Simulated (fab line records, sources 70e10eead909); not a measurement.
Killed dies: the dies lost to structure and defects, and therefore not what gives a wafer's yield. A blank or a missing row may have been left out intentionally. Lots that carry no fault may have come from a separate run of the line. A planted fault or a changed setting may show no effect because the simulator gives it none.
The tool behind it: which one? | flow nand_harc | 15 lots with 45 wafers sampled at 4 steps, on a route of 1302 steps

## WHAT EACH GAUGE READ, for each wafer
NHARC_A_ZERO_WELL_CD_MEAS_10 targets a cd of 2000 nm. Usual: cd_nm at 2000.0 nm, with a standard deviation of 1.5.
lot  | measured     | on        | cd_nm (nm)           | flag
L180 | day 6 23:54  | cd_sem-01 | 1998.7 1999.5 1997.4 |
L181 | day 7 07:21  | cd_sem-03 | 2001.0 2000.3 1998.1 |
L183 | day 8 05:07  | cd_sem-01 | 1998.4 1998.8 2000.9 |
L184 | day 8 19:38  | cd_sem-02 | 2000.1 1999.0 2000.8 |
L185 | day 8 20:29  | cd_sem-02 | 1999.8 1997.3 2000.5 |
L186 | day 9 07:16  | cd_sem-02 | 2001.5 2002.2 2002.3 |
L187 | day 9 17:18  | cd_sem-01 | 1997.7 1997.9 1998.4 |
L190 | day 10 22:45 | cd_sem-02 | 2000.9 2001.8 2000.3 |
L191 | day 11 09:02 | cd_sem-02 | 2000.2 1999.8 2000.9 |
L192 | day 11 12:48 | cd_sem-02 | 2000.7 2001.4 2000.2 |
L193 | day 12 03:19 | cd_sem-02 | 1998.5 1997.3 1999.0 |
L194 | day 12 20:07 | cd_sem-03 | 2001.1 1999.9 2001.9 |
L196 | day 13 13:25 | cd_sem-02 | 1999.0 2000.4 2000.9 |
L201 | day 15 16:33 | cd_sem-02 | 2002.2 2000.8 2001.5 |
L202 | day 16 01:29 | cd_sem-03 | 2002.8 1999.2 2000.5 |

NHARC_A_CHANNEL_HOLE_D1_INSPECT_12. Usual: raw_defect_count at 5.7, with a standard deviation of 3.
lot  | measured     | on                | raw_defect_count | flag
L180 | day 8 15:39  | defect_inspect-02 | 2 4 2            |
L181 | day 9 03:21  | defect_inspect-01 | 12 7 10          |
L183 | day 9 20:10  | defect_inspect-02 | 3 4 2            |
L184 | day 10 13:29 | defect_inspect-02 | 7 4 6            |
L185 | day 10 12:15 | defect_inspect-02 | 6 7 6            |
L186 | day 10 23:08 | defect_inspect-01 | 2 5 0            |
L187 | day 11 08:25 | defect_inspect-01 | 4 2 9            |
L190 | day 12 12:25 | defect_inspect-02 | 5 5 7            |
L191 | day 13 00:18 | defect_inspect-02 | 3 8 3            |
L192 | day 13 00:08 | defect_inspect-01 | 9 10 9           |
L193 | day 13 21:25 | defect_inspect-01 | 2 3 8            |
L194 | day 14 14:08 | defect_inspect-02 | 10 6 6           |
L196 | day 15 07:07 | defect_inspect-02 | 8 6 6            |
L201 | day 17 11:51 | defect_inspect-01 | 2 2 6            |
L202 | day 17 20:14 | defect_inspect-01 | 7 4 3            |

## WHICH TOOL RAN EACH LOT (tool, then ch and the chambers of the sampled wafers, then the start)
lot  | NHARC_A_ZERO_WELL_DESCUM_12        | NHARC_A_CHANNEL_HOLE_D1_DEP_00
L180 | rie_diel-10 ch 1,2, day 7 00:03    | acl_dep-02 ch 0, day 8 13:11
L181 | rie_diel-08 ch 0,1,2, day 7 07:32  | acl_dep-03 ch 0, day 9 00:52
L183 | rie_diel-10 ch 0,1,3, day 8 05:17  | acl_dep-02 ch 0, day 9 17:40
L184 | rie_diel-08 ch 1,2,3, day 8 19:49  | acl_dep-01 ch 0, day 10 11:01
L185 | rie_diel-12 ch 0,3, day 8 20:38    | acl_dep-03 ch 0, day 10 10:13
L186 | rie_diel-10 ch 0,1,3, day 9 07:26  | acl_dep-01 ch 0, day 10 20:21
L187 | rie_diel-10 ch 1,2,3, day 9 17:28  | acl_dep-03 ch 0, day 11 06:06
L190 | rie_diel-08 ch 0,1,3, day 10 22:55 | acl_dep-03 ch 0, day 12 10:34
L191 | rie_diel-12 ch 0,2,3, day 11 09:13 | acl_dep-02 ch 0, day 12 21:42
L192 | rie_diel-10 ch 0,3, day 11 12:58   | acl_dep-01 ch 0, day 12 21:42
L193 | rie_diel-08 ch 0,2,3, day 12 03:30 | acl_dep-02 ch 0, day 13 19:04
L194 | rie_diel-10 ch 0,2,3, day 12 20:18 | acl_dep-03 ch 0, day 14 11:31
L196 | rie_diel-10 ch 0,1,2, day 13 13:34 | acl_dep-03 ch 0, day 15 02:57
L201 | rie_diel-08 ch 0,1,2, day 15 16:44 | acl_dep-02 ch 0, day 17 07:13
L202 | rie_diel-10 ch 0,1,2, day 16 01:38 | acl_dep-03 ch 0, day 17 15:06 and acl_dep-01 ch 0, day 17 17:46
- NHARC_A_ZERO_WELL_DESCUM_12: chemistry O2, time 3 s.
- NHARC_A_CHANNEL_HOLE_D1_DEP_00: deposits aC, target thk 3100 nm.

## AS READ BY THE TOOLS THEMSELVES (means over the sampled wafers that have a number; for cases with no such wafer, the mark the record gives instead)
NHARC_A_ZERO_WELL_DESCUM_12. Usual: chamber_pressure_mTorr 60.00 mTorr, standard deviation 0.049; drypump_motor_current_A 5.6 A, standard deviation 0.43; oes_product_au 1.000 a.u., standard deviation 0.0067; rf_vpp_V 58.0 V, standard deviation 0.87; showerhead_plenum_p_Torr 1.98 Torr, standard deviation 0.052; throttle_valve_pct 11.310 %, standard deviation 0.0081.
lot  | tool        | chamber_pressure_mTorr (mTorr) | drypump_motor_current_A (A) | oes_product_au (a.u.) | rf_vpp_V (V) | showerhead_plenum_p_Torr (Torr) | throttle_valve_pct (%) | flag
L180 | rie_diel-10 | 60.02                          | 5.9                         | 1.000                 | 57.9         | 2.00                            | 11.309                 |
L181 | rie_diel-08 | 60.01                          | 5.7                         | 1.009                 | 57.6         | 1.94                            | 11.309                 |
L183 | rie_diel-10 | 59.98                          | 5.9                         | 1.000                 | 58.1         | 1.98                            | 11.311                 |
L184 | rie_diel-08 | 60.02                          | 5.7                         | 1.014                 | 57.9         | 1.99                            | 11.312                 |
L185 | rie_diel-12 | 60.07                          | 5.2                         | 0.999                 | 58.2         | 2.00                            | 11.312                 |
L186 | rie_diel-10 | 60.01                          | 5.9                         | 1.001                 | 58.0         | 1.98                            | 11.312                 |
L187 | rie_diel-10 | 60.02                          | 5.7                         | 1.000                 | 58.2         | 1.98                            | 11.304                 |
L190 | rie_diel-08 | 60.01                          | 5.8                         | 1.010                 | 58.1         | 1.94                            | 11.313                 |
L191 | rie_diel-12 | 60.04                          | 5.5                         | 0.994                 | 57.9         | 1.91                            | 11.304                 |
L192 | rie_diel-10 | 59.99                          | 5.7                         | 1.002                 | 58.6         | 1.96                            | 11.316                 |
L193 | rie_diel-08 | 60.00                          | 5.5                         | 0.999                 | 57.4         | 1.99                            | 11.313                 |
L194 | rie_diel-10 | 60.01                          | 5.4                         | 1.004                 | 58.9         | 1.99                            | 11.307                 |
L196 | rie_diel-10 | 59.98                          | 5.7                         | 1.000                 | 57.5         | 2.01                            | 11.314                 |
L201 | rie_diel-08 | 59.98                          | 5.7                         | 1.007                 | 58.5         | 1.93                            | 11.311                 |
L202 | rie_diel-10 | 60.02                          | 5.7                         | 1.008                 | 58.1         | 2.01                            | 11.308                 |

NHARC_A_CHANNEL_HOLE_D1_DEP_00. Usual: throttle_valve_pct at 35.001 %, with a standard deviation of 0.0096.
lot  | tool                  | throttle_valve_pct (%) | flag
L180 | acl_dep-02            | 34.997                 |
L181 | acl_dep-03            | 34.995                 |
L183 | acl_dep-02            | 34.994                 |
L184 | acl_dep-01            | 34.995                 |
L185 | acl_dep-03            | 35.001                 |
L186 | acl_dep-01            | 35.005                 |
L187 | acl_dep-03            | 34.996                 |
L190 | acl_dep-03            | 34.994                 |
L191 | acl_dep-02            | 34.998                 |
L192 | acl_dep-01            | 34.994                 |
L193 | acl_dep-02            | 34.999                 |
L194 | acl_dep-03            | 34.994                 |
L196 | acl_dep-03            | 35.001                 |
L201 | acl_dep-02            | 35.000                 |
L202 | acl_dep-03/acl_dep-01 | 34.998                 |

## THE ANSWER, worked out from the rows above alone
Rule: lot off if the mean of its wafers having a number is beyond 3 standard deviations from the usual mean. Also off: a lot with no number at a reading for which 4 or more lots have one. The other lots that the step has rows for count as sound. Order of review: gauges by route order, followed by the tools' own readings, for which a lot's mean as printed above is used. The first step at which some lot is off is used, and at that step the reading that is off furthest; a lot without a number counts as furthest.
No lot is off at any reading shown: from this, nothing can be told.

## WHAT THE SIMULATOR HAD INSERTED
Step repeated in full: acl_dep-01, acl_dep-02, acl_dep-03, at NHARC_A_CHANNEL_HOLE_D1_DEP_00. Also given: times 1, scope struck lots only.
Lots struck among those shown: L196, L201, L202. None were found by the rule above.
